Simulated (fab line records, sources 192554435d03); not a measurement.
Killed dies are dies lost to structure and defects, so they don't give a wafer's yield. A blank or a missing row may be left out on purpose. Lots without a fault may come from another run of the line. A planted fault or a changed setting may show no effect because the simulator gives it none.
One fault seen from 2 desks | flow n5_finfet | each desk has only its own numbers; what lay behind them comes last

THE METROLOGY DESK
What the gauges read, lot by lot, whatever tool the lot ran on: means of the sampled wafers that have a number. A lot is out of limits, marked OUT, if its mean lies more than 4 standard deviations from the usual mean; the brackets give that distance. Of its 12 readings 7 are shown: those that lie furthest out on some lot.
Columns: A = thk_nm at N5_ILD0_THK_MEAS_08, usual 138.4 nm; B = IOFF_P at N5_BEOL_M4_RC_MEAS_101, usual 0.21 nA/um; C = ION_N at N5_BEOL_M4_RC_MEAS_101, usual 672 uA/um; D = ION_P at N5_BEOL_M4_RC_MEAS_101, usual 462 uA/um; E = SS_N at N5_BEOL_M4_RC_MEAS_101, usual 71.5 mV/dec; F = VT_N at N5_BEOL_M4_RC_MEAS_101, usual 250 mV; G = VT_P at N5_BEOL_M4_RC_MEAS_101, usual -250 mV
lot  | first seen here | A     | B    | C   | D   | E    | F   | G
L403 | day 3 19:52     | 139.3 | 0.20 | 675 | 455 | 72.9 | 251 | -250
L404 | day 4 00:37     | 138.7 | 0.23 | 677 | 469 | 71.7 | 248 | -247
L405 | day 4 08:01     | 137.8 | 0.16 | 665 | 455 | 70.9 | 255 | -256
L406 | day 4 13:45     | 137.0 | 0.16 | 670 | 456 | 71.0 | 251 | -254
L407 | day 4 21:29     | 138.6 | 0.21 | 667 | 458 | 71.1 | 249 | -248
L408 | day 5 06:16     | 136.4 | 0.20 | 677 | 461 | 71.0 | 252 | -253
L409 | day 5 10:28     | 138.4 | 0.17 | 665 | 454 | 71.6 | 254 | -256
L418 | day 7 12:17     | 137.7 | 0.27 | 694 | 479 | 72.0 | 245 | -245
L420 | day 7 23:27     | 138.2 | 0.23 | 684 | 464 | 71.4 | 247 | -248
L422 | day 8 17:13     | 139.2 | 0.22 | 667 | 464 | 71.4 | 251 | -247
L423 | day 8 20:05     | 137.9 | 0.20 | 660 | 458 | 71.5 | 253 | -251
This desk's finding: nothing out of limits on any of the 11 lots.

THE TOOL OWNER'S DESK: litho_track-04
The tool's own readings at N5_HKMG_FIN_COAT_43 (resist thk 90 nm): means of the sampled wafers that have a number, for each lot that ran on this tool. A lot is out of limits, marked OUT, if its mean lies more than 4 standard deviations from the usual mean; the brackets give that distance.
Columns: A = spin_speed_rpm at N5_HKMG_FIN_COAT_43, usual 1499.8 rpm
lot  | first seen here | A
L403 | day 4 05:49     | 1499.7
L420 | day 8 08:28     | 1581.7 (+99 or more) OUT
L422 | day 9 05:49     | 1581.9 (+99 or more) OUT
This desk's finding: out of limits on L420, L422; first on L420, day 8 08:28 (spin_speed_rpm at N5_HKMG_FIN_COAT_43). In limits: L403.

PUT TOGETHER
The tool owner's desk could have raised an alarm at day 8 08:28, on L420, L422.
The metrology desk saw nothing out of limits.
The metrology desk has L420, L422 on record, within its limits.
Of the lots named, all ran N5_HKMG_FIN_COAT_43 on litho_track-04.

WHAT THE SIMULATOR HAD PUT IN
Process parameter drift: litho_track-04, from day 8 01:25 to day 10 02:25, at N5_HKMG_FIN_COAT_43. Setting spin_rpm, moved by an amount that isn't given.
Lots struck among those shown: L420, L422.
Hours from the fault's start to each desk's first reading out of limits: the tool owner's desk, 7.
